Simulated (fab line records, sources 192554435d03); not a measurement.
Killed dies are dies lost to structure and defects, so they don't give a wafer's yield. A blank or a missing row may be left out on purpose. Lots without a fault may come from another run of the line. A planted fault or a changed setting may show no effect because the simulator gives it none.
Which tool did it? | flow n5_finfet | 9 lots, 27 wafers sampled, at 6 steps of a route of 1938

WHAT THE GAUGES READ, wafer by wafer
N5_BEOL_M2_INSPECT_13: inspects for defects (brightfield). Usual: raw_defect_count 413, standard deviation 120.
lot  | measured     | on                | raw_defect_count | flag
L766 | day 7 05:23  | defect_inspect-02 | 295 363 261      |
L767 | day 7 06:25  | defect_inspect-01 | 401 492 360      |
L772 | day 8 18:05  | defect_inspect-02 | 376 435 443      |
L776 | day 9 13:07  | defect_inspect-01 | 351 428 331      |
L777 | day 9 21:23  | defect_inspect-01 | 706 585 693      |
L778 | day 10 02:30 | defect_inspect-02 | 264 386 356      |
L781 | day 11 03:25 | defect_inspect-02 | 216 283 330      |
L786 | day 12 02:01 | defect_inspect-02 | 392 407 341      |
L787 | day 12 09:16 | defect_inspect-02 | 309 452 340      |

N5_BEOL_M2_CD_MEAS_28: target cd 26.2 nm, target cd y 24.1 nm. Usual: cd_nm 26.17 nm, standard deviation 0.25.
lot  | measured     | on        | cd_nm (nm)        | flag
L766 | day 7 06:19  | cd_sem-02 | 26.01 25.95 25.99 |
L767 | day 7 07:28  | cd_sem-02 | 26.13 26.21 26.48 |
L772 | day 8 18:56  | cd_sem-01 | 25.94 25.63 26.08 |
L776 | day 9 14:06  | cd_sem-02 | 26.20 26.18 26.23 |
L777 | day 9 22:17  | cd_sem-02 | 23.06 23.77 10.27 | OFF
L778 | day 10 03:25 | cd_sem-01 | 11.41 11.26 17.17 | OFF
L781 | day 11 04:23 | cd_sem-02 | 26.10 25.93 26.05 |
L786 | day 12 03:32 | cd_sem-01 | 26.16 26.29 26.20 |
L787 | day 12 10:37 | cd_sem-01 | 26.21 26.29 26.02 |

N5_BEOL_M2_INSPECT_30: inspects for defects (brightfield). Usual: raw_defect_count 410, standard deviation 110.
lot  | measured     | on                | raw_defect_count | flag
L766 | day 7 06:23  | defect_inspect-01 | 353 429 328      |
L767 | day 7 07:33  | defect_inspect-02 | 355 445 318      |
L772 | day 8 19:02  | defect_inspect-01 | 392 532 485      |
L776 | day 9 14:11  | defect_inspect-02 | 318 365 305      |
L777 | day 9 22:23  | defect_inspect-02 | 585 494 611      |
L778 | day 10 03:30 | defect_inspect-02 | 262 385 332      |
L781 | day 11 04:29 | defect_inspect-01 | 213 348 366      |
L786 | day 12 03:38 | defect_inspect-01 | 468 497 409      |
L787 | day 12 10:42 | defect_inspect-01 | 349 510 390      |

N5_BEOL_M4_RC_MEAS_101. Usual: DIBL_N 36.1 mV/V, standard deviation 1.5; DIBL_P 36.1 mV/V, standard deviation 1.9; IOFF_N 0.159 nA/um, standard deviation 0.029; IOFF_P 0.21 nA/um, standard deviation 0.038; ION_N 675 uA/um, standard deviation 11; ION_P 464 uA/um, standard deviation 8.1; SS_N 71.5 mV/dec, standard deviation 0.57; SS_P 73.3 mV/dec, standard deviation 0.64; VT_N 249 mV, standard deviation 3.1; VT_P -250 mV, standard deviation 3.8.
lot  | measured     | on        | DIBL_N (mV/V)  | DIBL_P (mV/V)  | IOFF_N (nA/um)    | IOFF_P (nA/um) | ION_N (uA/um) | ION_P (uA/um) | SS_N (mV/dec)  | SS_P (mV/dec)  | VT_N (mV)   | VT_P (mV)      | flag
L766 | day 8 08:42  | prober-02 | 33.6 35.6 36.6 | 32.4 35.8 36.9 | 0.118 0.147 0.173 | 0.18 0.22 0.24 | 668 680 691   | 461 471 471   | 71.4 72.0 72.1 | 72.6 73.4 73.4 | 257 251 248 | -248 -249 -249 |
L767 | day 8 09:32  | prober-01 | 37.8 35.9 36.7 | 37.3 34.2 36.4 | 0.161 0.137 0.148 | 0.24 0.19 0.22 | 666 672 654   | 464 462 454   | 71.8 72.3 71.5 | 73.8 72.5 73.3 | 249 250 253 | -246 -249 -247 |
L772 | day 10 03:05 | prober-02 | 37.8 37.4 36.2 | 38.2 37.0 36.6 | 0.171 0.156 0.140 | 0.24 0.21 0.21 | 679 670 657   | 470 456 465   | 72.0 71.8 71.6 | 74.1 73.5 73.0 | 250 254 249 | -249 -249 -250 |
L776 | day 11 05:29 | prober-01 | 33.0 36.2 33.8 | 32.4 35.5 33.0 | 0.104 0.145 0.109 | 0.15 0.18 0.15 | 660 664 668   | 446 456 453   | 70.9 71.4 71.1 | 72.5 73.0 72.2 | 255 252 256 | -254 -253 -254 |
L781 | day 12 05:31 | prober-01 | 35.6 36.9 36.6 | 37.1 37.5 37.7 | 0.150 0.166 0.169 | 0.19 0.19 0.20 | 663 676 675   | 457 460 457   | 71.3 72.4 72.3 | 73.5 73.6 73.7 | 253 248 251 | -254 -254 -254 |
L786 | day 13 18:02 | prober-02 | 37.1 37.5 37.6 | 37.1 37.7 37.6 | 0.173 0.192 0.198 | 0.30 0.32 0.31 | 677 689 686   | 479 481 473   | 71.4 72.1 72.0 | 73.3 73.7 74.3 | 246 247 245 | -241 -242 -244 |
L787 | day 14 09:27 | prober-01 | 36.2 36.6 34.8 | 36.8 36.4 36.0 | 0.181 0.180 0.168 | 0.23 0.23 0.23 | 684 680 686   | 469 468 473   | 71.1 70.9 71.5 | 73.3 72.5 73.6 | 247 246 244 | -247 -248 -247 |

WHICH TOOL RAN EACH LOT (tool, then ch and the chambers of the sampled wafers, then the start)
lot  | N5_BEOL_M2_HM_OPEN_17             | N5_BEOL_M2_EXPOSE_25
L766 | rie_metal-03 ch 0,1, day 7 05:41  | euv_scanner-01 ch 0, day 7 06:10
L767 | rie_metal-02 ch 0,1, day 7 06:50  | euv_scanner-02 ch 0, day 7 07:19
L772 | rie_metal-03 ch 0,1, day 8 18:26  | euv_scanner-01 ch 0, day 8 18:47
L776 | rie_metal-01 ch 0,1, day 9 13:25  | euv_scanner-02 ch 0, day 9 13:57
L777 | rie_metal-03 ch 0,1, day 9 21:41  | euv_scanner-01 ch 0, day 9 22:10
L778 | rie_metal-03 ch 0,1, day 10 02:56 | euv_scanner-01 ch 0, day 10 03:17
L781 | rie_metal-03 ch 0,1, day 11 03:43 | euv_scanner-02 ch 0, day 11 04:14
L786 | rie_metal-01 ch 0,1, day 12 02:52 | euv_scanner-02 ch 0, day 12 03:24
L787 | rie_metal-03 ch 0, day 12 09:36   | euv_scanner-01 ch 0, day 12 10:28
- N5_BEOL_M2_HM_OPEN_17: chemistry Cl2/BCl3, target TiN, target depth 20 nm, overetch 6 nm.
- N5_BEOL_M2_EXPOSE_25: exposes mask V1, defocus 5 nm.

WHAT THE TOOLS THEMSELVES READ (means of the sampled wafers that have a number; where no wafer has one, the mark that the record gives instead)
N5_BEOL_M2_HM_OPEN_17. Usual: bcl3_flow_sccm 21.75 sccm, standard deviation 0.063; bias_w 126.0 W, standard deviation 0.38; drypump_motor_current_A 5.57 A, standard deviation 0.14; oes_product_au 0.58 a.u., standard deviation 0.079; rf_fwd_power_W 995 W, standard deviation 3.5; throttle_valve_pct 22.30 %, standard deviation 0.18.
lot  | tool         | bcl3_flow_sccm (sccm) | bias_w (W) | drypump_motor_current_A (A) | oes_product_au (a.u.) | rf_fwd_power_W (W) | throttle_valve_pct (%) | flag
L766 | rie_metal-03 | 21.74                 | 125.8      | 5.53                        | 0.54                  | 991                | 22.40                  |
L767 | rie_metal-02 | 21.72                 | 125.9      | 5.80                        | 0.70                  | 994                | 22.36                  |
L772 | rie_metal-03 | 21.77                 | 125.7      | 5.59                        | 0.53                  | 991                | 22.34                  |
L776 | rie_metal-01 | 21.83                 | 126.3      | 5.43                        | 0.65                  | 994                | 22.07                  |
L777 | rie_metal-03 | 21.71                 | 125.7      | 5.54                        | 0.52                  | 998                | 22.42                  |
L778 | rie_metal-03 | 21.78                 | 125.9      | 5.54                        | 0.52                  | 997                | 22.43                  |
L781 | rie_metal-03 | 21.77                 | 125.9      | 5.55                        | 0.53                  | 995                | 22.40                  |
L786 | rie_metal-01 | 21.80                 | 126.7      | 5.56                        | 0.60                  | 990                | 22.08                  |
L787 | rie_metal-03 | 21.78                 | 126.4      | 5.50                        | 0.52                  | 994                | 22.51                  |

N5_BEOL_M2_EXPOSE_25. Usual: exposure_dose_mJ_cm2 62.90, standard deviation 0.07.
lot  | tool           | exposure_dose_mJ_cm2 | flag
L766 | euv_scanner-01 | 62.87                |
L767 | euv_scanner-02 | 62.91                |
L772 | euv_scanner-01 | 62.92                |
L776 | euv_scanner-02 | 62.90                |
L777 | euv_scanner-01 | 69.22                | OFF
L778 | euv_scanner-01 | 69.23                | OFF
L781 | euv_scanner-02 | 62.81                |
L786 | euv_scanner-02 | 62.94                |
L787 | euv_scanner-01 | 62.86                |

THE ANSWER, worked out from the rows above alone
Rule: a lot is off if the mean of its wafers that have a number lies more than 3 standard deviations from the usual mean. A lot without any number at a reading at which 4 lots or more have one is off too. The other lots that the step has rows for count as sound. The gauges are gone through in route order, then the tools' own readings, and for those a lot's mean is taken as printed above. The first step at which some lot is off is used, and at that step the reading that is off furthest; a lot without a number counts as furthest.
Off: L777, L778, at N5_BEOL_M2_CD_MEAS_28 (cd_nm).
A tool fits if, at a process step before that reading, it ran every lot that is off, and no sound lot after the first of them. The gauges at N5_BEOL_M2_CD_MEAS_28 aren't tried: what is off there is off at N5_BEOL_M2_EXPOSE_25 too, on other tools, and a gauge's error can't cause that. None of those tried fits.

WHAT THE SIMULATOR HAD PUT IN
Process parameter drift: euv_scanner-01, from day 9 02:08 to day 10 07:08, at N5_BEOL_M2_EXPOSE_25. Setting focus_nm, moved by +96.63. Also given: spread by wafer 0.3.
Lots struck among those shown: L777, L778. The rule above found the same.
